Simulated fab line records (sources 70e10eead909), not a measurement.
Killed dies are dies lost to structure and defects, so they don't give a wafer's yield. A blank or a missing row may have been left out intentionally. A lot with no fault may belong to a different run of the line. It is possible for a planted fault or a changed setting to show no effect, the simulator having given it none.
A struck lot beside a sound one    flow nandHarc    14 out of 1302 route steps
Sound: the wafers L307.1, L307.5, L307.6. Wafers struck: L317.1, L317.4, L317.6. At the end, the cause is stated.
Per side, at each step with rows, come the tool, then ch with its chambers, and then its first start. Under that, the readings that differ: sound wafers    struck wafers    difference of the means    sigmas: that difference in standard deviations of wafers without a fault.
alike: readings with means less than 2 such deviations apart, plus words and numbers identical on both sides. not compared: withheld readings, readings lacking a value on some wafer, bounds such as >300 that could conceal the same value, and numbers that have no deviation in the record and whose values overlap.
Wherever a step has rows on one side only, a row that says differs or no value, or a row with sigmas, the two part there. Numbers that don't overlap but have no deviation are shown without sigmas and don't part them. Lack of a reading on every wafer of one side parts them only where that side has two or more wafers.

NHARC_P_M2_CD_MEAS_09: the cd target is 170 nm.
  sound on cdSem-03 ch 0, day 8 02:06; struck on cdSem-02 ch 0, day 12 12:02
  alike: cdNm
NHARC_P_M2_OVL_MEAS_10: pitch 340 nm.
  sound on overlay-02 at day 8 02:11; struck on overlay-02 at day 12 12:08
reading          sound        struck          difference  sigmas
overlayYNm (nm)  1.4 1.1 1.4  -0.7 -1.1 -0.9  -2.2        -3
  alike: overlayXNm
NHARC_P_M2_INSPECT_11:
  sound on defectInspect-02 at day 8 02:14; struck on defectInspect-02 at day 12 12:10
  alike: rawDefectCount
NHARC_P_M2_DESCUM_14: chemistry O2, time 3 s.
  sound on rieDiel-07 ch 1,2, day 8 02:18; struck on rieDiel-07 ch 1,2,3, day 12 12:14
  alike: drypumpMotorCurrentA, oesProductAu, rfVppV, showerheadPlenumPTorr, throttleValvePct
  not compared: rfHoursCounterH
NHARC_P_M2_ETCH_35: etches the open film in N2/H2, target depth 40 nm, overetch 12 nm, time 43.94 s.
  sound on rieDiel-07 ch 1,2,3, day 8 02:23; struck on rieDiel-07 ch 0,3, day 12 12:19
  alike: drypumpMotorCurrentA, oesProductAu, rfFwdPowerW, rfVppV, showerheadPlenumPTorr, throttleValvePct
  not compared: rfHoursCounterH
then, 1 step without rows for these wafers: NHARC_P_M2_ETCH_15 (etches the open film in C4F8/Ar, target depth 182.5 nm, time 91.2 s).
NHARC_P_M2_CD_MEAS_16:
  sound on cdSem-01 at day 8 02:35; struck on cdSem-03 at day 12 12:32
  alike: cdNm
then, 1 step without rows for these wafers: NHARC_P_M2_STRIP_18 (strips in N2/H2).
NHARC_P_M2_ETCH_28: etches the open film in CF4/N2, target depth 30 nm, time 72.99 s.
  sound: rieDiel-07 ch 0,2,3; struck: rieDiel-07 ch 2,3
  alike: cf4FlowSccm, drypumpMotorCurrentA, oesProductAu, rfFwdPowerW, rfVppV, showerheadPlenumPTorr, throttleValvePct
  not compared: rfHoursCounterH
then, 1 step without rows for these wafers: NHARC_P_M2_STRIP_19 (strips in post etch residue remover, time 600 s).
NHARC_P_M2_DEGAS_29: time 60 s.
  sound on pvdSputter-01 at day 8 03:20; struck on pvdSputter-02 at day 12 13:15
  alike: heaterPowerW, susceptorTempC
then, 1 step without rows for these wafers: NHARC_P_M2_PRE_CLEAN_30 (time 30 s).
NHARC_P_M2_PVD_20: deposits TaN, target thk 5 nm, time 8.06 s.
  sound on pvdSputter-01 at day 8 03:27; struck on pvdSputter-02 at day 12 13:23
  no value came back on the struck wafers for biasV (V), cathodeDcPowerW (W), throttleValvePct (%); on the sound wafers biasV (V) reads 170.9 169.1 171.1
NHARC_P_M2_PVD_21: deposits Cu, target thk 30 nm, time 20.49 s.
  sound on pvdSputter-01; struck on pvdSputter-02
  alike: cathodeDcPowerW, chamberPressurePa, throttleValvePct

== WHERE THEY PART ==
At NHARC_P_M2_OVL_MEAS_10 first; at NHARC_P_M2_PVD_20 last (within this record only). Later steps at which nothing parts them and some readings are alike: NHARC_P_M2_PVD_21.

WHY: whatever the simulator had introduced
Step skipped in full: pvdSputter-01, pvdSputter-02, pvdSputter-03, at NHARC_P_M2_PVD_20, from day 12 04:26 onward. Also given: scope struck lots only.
